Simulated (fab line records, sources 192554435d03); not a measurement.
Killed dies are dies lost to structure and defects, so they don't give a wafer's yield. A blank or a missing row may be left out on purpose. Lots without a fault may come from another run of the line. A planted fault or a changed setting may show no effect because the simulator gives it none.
Split-lot experiment | flow n5_finfet | 7 lots, 39 wafers read, on a route of 1938 steps

THE SPLIT
At N5_WELL_APT_EXPOSE_22 (exposes mask PWELL, defocus 0 nm, target cd 200 nm), the setting dose_mj was moved away from the recipe's 23.2 on 12 of the 39 wafers read, by -6.5% to +2.6%. The other wafers ran this setting at the recipe's value.

FROM THE SPLIT TO THE READING: what the file shows between them, 3 steps
- N5_WELL_APT_PEB_23: peb time 90 s
- N5_WELL_APT_DEVELOP_24: develop time 45 s
- N5_WELL_APT_HARDBAKE_29: time 120 s

THE READING
cd_nm, in nm, at N5_WELL_APT_CD_MEAS_25 (target cd 200 nm). Fault-free wafers of this fab line usually give 200.6 nm, standard deviation 1.3 nm.

wafer  | tool, chamber at the split | dose_mj as run | against the recipe | cd_nm, nm | against lot-mates on the recipe
L074.1 | krf_scanner-02, 0          | 23.2           | recipe             | 199.8     | -
L074.2 | krf_scanner-02, 0          | 23.2           | recipe             | 200.7     | -
L074.3 | krf_scanner-02, 0          | 23.2           | recipe             | 200.9     | -
L074.4 | krf_scanner-02, 0          | 23.2           | recipe             | 198.2     | -
L074.5 | krf_scanner-02, 0          | 23.2           | recipe             | 200.3     | -
L074.6 | krf_scanner-02, 0          | 23.2           | recipe             | 198.4     | -
L075.1 | krf_scanner-02, 0          | 23.77          | +2.5%              | 204.4     | +4.1
L075.2 | krf_scanner-02, 0          | 23.77          | +2.5%              | 204.4     | +4.1
L075.3 | krf_scanner-02, 0          | 23.2           | recipe             | 199.3     | -
L075.4 | krf_scanner-02, 0          | 23.2           | recipe             | 201.1     | -
L075.5 | krf_scanner-02, 0          | 23.77          | +2.5%              | 203.8     | +3.5
L075.6 | krf_scanner-02, 0          | 23.2           | recipe             | 200.4     | -
L087.1 | krf_scanner-01, 0          | 23.2           | recipe             | 202.7     | -
L087.2 | krf_scanner-01, 0          | 23.2           | recipe             | 200.5     | -
L087.3 | krf_scanner-01, 0          | 23.2           | recipe             | 200.8     | -
L089.1 | krf_scanner-01, 0          | 22.21          | -4.3%              | 191.8     | -8.8
L089.2 | krf_scanner-01, 0          | 23.2           | recipe             | 200.6     | -
L089.3 | krf_scanner-01, 0          | 23.2           | recipe             | 199.9     | -
L089.4 | krf_scanner-01, 0          | 22.21          | -4.3%              | 193.9     | -6.7
L089.5 | krf_scanner-01, 0          | 23.2           | recipe             | 201.4     | -
L089.6 | krf_scanner-01, 0          | 22.21          | -4.3%              | 193.0     | -7.6
L091.1 | krf_scanner-01, 0          | 23.2           | recipe             | 200.8     | -
L091.2 | krf_scanner-01, 0          | 23.2           | recipe             | 198.8     | -
L091.3 | krf_scanner-01, 0          | 23.2           | recipe             | 202.1     | -
L091.4 | krf_scanner-01, 0          | 23.2           | recipe             | 201.0     | -
L091.5 | krf_scanner-01, 0          | 23.2           | recipe             | 200.0     | -
L091.6 | krf_scanner-01, 0          | 23.2           | recipe             | 200.7     | -
L092.1 | krf_scanner-01, 0          | 23.2           | recipe             | 197.8     | -
L092.2 | krf_scanner-01, 0          | 21.7           | -6.5%              | 185.4     | -13.2
L092.3 | krf_scanner-01, 0          | 23.2           | recipe             | 199.7     | -
L092.4 | krf_scanner-01, 0          | 23.2           | recipe             | 198.4     | -
L092.5 | krf_scanner-01, 0          | 21.7           | -6.5%              | 186.0     | -12.6
L092.6 | krf_scanner-01, 0          | 21.7           | -6.5%              | 187.4     | -11.2
L093.1 | krf_scanner-02, 0          | 23.81          | +2.6%              | 206.6     | +4.0
L093.2 | krf_scanner-02, 0          | 23.81          | +2.6%              | 207.5     | +4.9
L093.3 | krf_scanner-02, 0          | 23.81          | +2.6%              | 207.2     | +4.6
L093.4 | krf_scanner-02, 0          | 23.2           | recipe             | 203.7     | -
L093.5 | krf_scanner-02, 0          | 23.2           | recipe             | 202.9     | -
L093.6 | krf_scanner-02, 0          | 23.2           | recipe             | 201.3     | -

THE FIT
A straight line over all 39 wafers: cd_nm changes by +2.07 nm for each +1% of dose_mj; r = +0.96; the points scatter about the line by 1.4 nm.
The same after taking each lot's own level away (the mean of its wafers on the recipe; 39 wafers): +1.83 nm for each +1%; r = +0.98; scatter 0.9 nm.
On that fit, the largest move of dose_mj shifts the reading by 12 nm.
The lots' own levels span 198.63 to 202.63 nm, that is 3.1 times the standard deviation above.
So the lot-to-lot level changes the slope: the two fits differ.
Check: with one of the wafers moved furthest among these (-6.5%) left out of the fit, the line predicts -11.6 nm for it against its lot-mates. It came out at -13.2 nm against them.

THE WHOLE CHAIN: every reading that the file lists as answering this split, in the file's order
step                   | what it does             | reading                                                         | change (the file's fit)              | r (the file's)
N5_WELL_APT_CD_MEAS_25 | target cd 200 nm         | cd_nm                                                           | +1.84 nm for each +1% of the setting | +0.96
N5_WELL_APT_DESCUM_30  | chemistry O2, time 7.9 s | WELL_APT.cd_nm (the simulator's own value, which no gauge read) | +1.8 nm for each +1% of the setting  | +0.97

THE FILE'S OWN FIT
cd_nm changes by +1.84 nm for each +1% of dose_mj, r = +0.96.
